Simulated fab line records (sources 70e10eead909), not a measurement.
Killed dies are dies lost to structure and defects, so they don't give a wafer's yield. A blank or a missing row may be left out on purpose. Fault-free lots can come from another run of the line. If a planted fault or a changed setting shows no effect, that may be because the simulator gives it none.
Matching of chambers :: flow nand harc :: 4 sister chambers for NHARC_A_STAIRCASE_ETCH_271 on rie diel-04
The step etches the open film in CF4/CHF3. 8 wafers are shown with their chamber, then 8 later ones without.

== WAFERS WITH THEIR CHAMBER ==
wafer: L082.5
chamber: 2
showerhead plenum p Torr (Torr): 1.57
rf vpp V (V): 369.7

wafer: L085.5
chamber: 1
showerhead plenum p Torr (Torr): 1.69
rf vpp V (V): 373.9

wafer: L084.4
chamber: 3
showerhead plenum p Torr (Torr): 1.55
rf vpp V (V): 369.7

wafer: L084.5
chamber: 0
showerhead plenum p Torr (Torr): 1.46
rf vpp V (V): 366.0

wafer: L088.3
chamber: 2
showerhead plenum p Torr (Torr): 1.57
rf vpp V (V): 372.2

wafer: L088.4
chamber: 1
showerhead plenum p Torr (Torr): 1.69
rf vpp V (V): 375.5

wafer: L088.6
chamber: 0
showerhead plenum p Torr (Torr): 1.46
rf vpp V (V): 365.9

wafer: L092.3
chamber: 3
showerhead plenum p Torr (Torr): 1.54
rf vpp V (V): 369.8

== WAFERS WITHOUT THEIR CHAMBER ==
wafer: L092.4
showerhead plenum p Torr (Torr): 1.68
rf vpp V (V): 373.9

wafer: L092.5
showerhead plenum p Torr (Torr): 1.54
rf vpp V (V): 369.1

wafer: L095.3
showerhead plenum p Torr (Torr): 1.70
rf vpp V (V): 375.2

wafer: L095.5
showerhead plenum p Torr (Torr): 1.70
rf vpp V (V): 374.2

wafer: L095.6
showerhead plenum p Torr (Torr): 1.68
rf vpp V (V): 373.7

wafer: L096.2
showerhead plenum p Torr (Torr): 1.68
rf vpp V (V): 374.3

wafer: L096.3
showerhead plenum p Torr (Torr): 1.56
rf vpp V (V): 369.8

wafer: L096.6
showerhead plenum p Torr (Torr): 1.68
rf vpp V (V): 373.7

== WHICH CHAMBER EACH WENT THROUGH ==
wafer: L092.4
from the rows above: 1
in truth: 1

wafer: L092.5
from the rows above: 3
in truth: 3

wafer: L095.3
from the rows above: 1
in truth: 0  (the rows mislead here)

wafer: L095.5
from the rows above: 1
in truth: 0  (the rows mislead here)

wafer: L095.6
from the rows above: 1
in truth: 1

wafer: L096.2
from the rows above: 1
in truth: 1

wafer: L096.3
from the rows above: can't be placed: 2 or 3
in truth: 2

wafer: L096.6
from the rows above: 1
in truth: 1
5 of 8 placed correctly. Unplaceable from these rows: 1, with the true chamber sitting among the candidates in 1. 2 placed wrongly.
How it was worked out, from the rows above alone: a wafer's distance from a chamber is the root of the sum, over the readings, of the square of ((its reading less the chamber's mean) divided by the reading's scatter). The wafer belongs to the nearest chamber; if the next one is less than 2 further off, it can't be placed. Each chamber's mean is taken over the wafers shown for it. The scatter: the root of (the sum of the squares of (reading less its chamber's mean) over the shown wafers, divided by (wafers less chambers)).
